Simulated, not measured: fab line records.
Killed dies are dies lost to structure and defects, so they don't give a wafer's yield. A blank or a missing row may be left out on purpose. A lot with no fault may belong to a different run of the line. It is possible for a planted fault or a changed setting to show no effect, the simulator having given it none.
Struck lot and sound lot, side by side    flow nand-harc    15 out of 1159 route steps
Sound: wafers L457.2, L457.3, L457.6. Wafers L466.1, L466.3, L466.6 were the ones struck. Last of all comes the cause.
Each step with rows lists, per side, the tool, then ch with its chambers, then its first start. Under that, the readings that differ: sound wafers    struck wafers    difference of the means    sigmas: that difference in standard deviations of wafers without a fault.
alike: readings with means less than 2 such deviations apart, plus words and numbers identical on both sides. not compared: withheld readings, readings lacking a value on some wafer, bounds such as >300 that could conceal the same value, and numbers that have no deviation in the record and whose values overlap.
Wherever a step has rows on one side only, a row that says differs or no value, or a row with sigmas, the two part there. Non-overlapping numbers with no deviation appear without sigmas and do not part them. A reading that every wafer of one side lacks parts them only if that side has two wafers or more.

first, 7 steps without rows for these wafers: NHARC_A_BLC_COAT_03 (time 65 s); NHARC_A_BLC_COAT_04 (resist thk 90 nm); NHARC_A_BLC_SOFTBAKE_05 (time 55 s); NHARC_A_BLC_EBR_06; NHARC_A_BLC_EXPOSE_07 (exposes mask A BLC, target cd 100 nm); NHARC_A_BLC_PEB_08 (peb time 65 s); NHARC_A_BLC_DEVELOP_09 (develop time 35 s).
NHARC_A_BLC_CD_MEAS_10: target cd 100 nm.
  sound on cd-sem-01 ch 0, day 18 03:53; struck on cd-sem-01 ch 0, day 20 16:27
  alike: cd-nm
NHARC_A_BLC_OVL_MEAS_11:
  sound on overlay-01, day 18 03:59; struck on overlay-01, day 20 16:32
reading            sound        struck          difference  sigmas
overlay-y-nm (nm)  1.0 0.9 0.3  -0.9 -1.1 -1.2  -1.8        -2
  alike: overlay-x-nm
NHARC_A_BLC_INSPECT_12:
  sound on defect-inspect-02, day 18 04:01; struck on defect-inspect-02, day 20 16:35
  alike: raw-defect-count
NHARC_A_BLC_DESCUM_15: chemistry O2, time 3 s.
  sound on rie-diel-12 ch 0,1,3, day 18 04:05; struck on rie-diel-02 ch 0,1, day 20 16:38
reading                sound              struck             difference  sigmas
oes-product-au (a.u.)  1.010 1.009 1.018  0.991 0.990 0.992  -0.021      -2
rf-vpp-V (V)           58.8 59.3 58.8     55.6 57.0 58.0     -2.1        -2
  alike: drypump-motor-current-A, showerhead-plenum-p-Torr, throttle-valve-pct
  not compared: rf-hours-counter-h
NHARC_A_BLC_ETCH_16: etches the open film in CF4, target depth 39 nm, time 65 s.
  sound on rie-diel-12 ch 0,3, day 18 04:10; struck on rie-diel-02 ch 1,3, day 20 16:44
  alike: drypump-motor-current-A, oes-product-au, rf-vpp-V, run-length-s, showerhead-plenum-p-Torr, throttle-valve-pct
  not compared: rf-hours-counter-h
NHARC_A_BLC_ETCH_17: etches the open film in N2/H2, target depth 390 nm, time 609.38 s.
  sound on rie-diel-12 ch 1,2,3, day 18 04:18; struck on rie-diel-02 ch 0,2, day 20 16:49
reading           sound              struck             difference  sigmas
run-length-s (s)  631.5 630.4 630.0  559.1 559.2 559.5  -71.4       -99 or more
  alike: drypump-motor-current-A, oes-product-au, rf-vpp-V, showerhead-plenum-p-Torr, throttle-valve-pct
  not compared: rf-hours-counter-h
NHARC_A_BLC_ETCH_18: etches the open film in C4F8/O2/Ar, target depth 910 nm.
  sound: rie-diel-12 ch 1,3; struck: rie-diel-02 ch 0,1
  alike: oes-product-au, rf-vpp-V
  not compared: rf-hours-counter-h
next, for these wafers, 1 step has no rows: NHARC_END_SORT_01.

WHERE THEY PART
Last at NHARC_A_BLC_ETCH_17 as far as this record goes, first at NHARC_A_BLC_OVL_MEAS_11. Later steps at which nothing parts them and some readings are alike: NHARC_A_BLC_ETCH_18.

WHY: what had been put in by the simulator
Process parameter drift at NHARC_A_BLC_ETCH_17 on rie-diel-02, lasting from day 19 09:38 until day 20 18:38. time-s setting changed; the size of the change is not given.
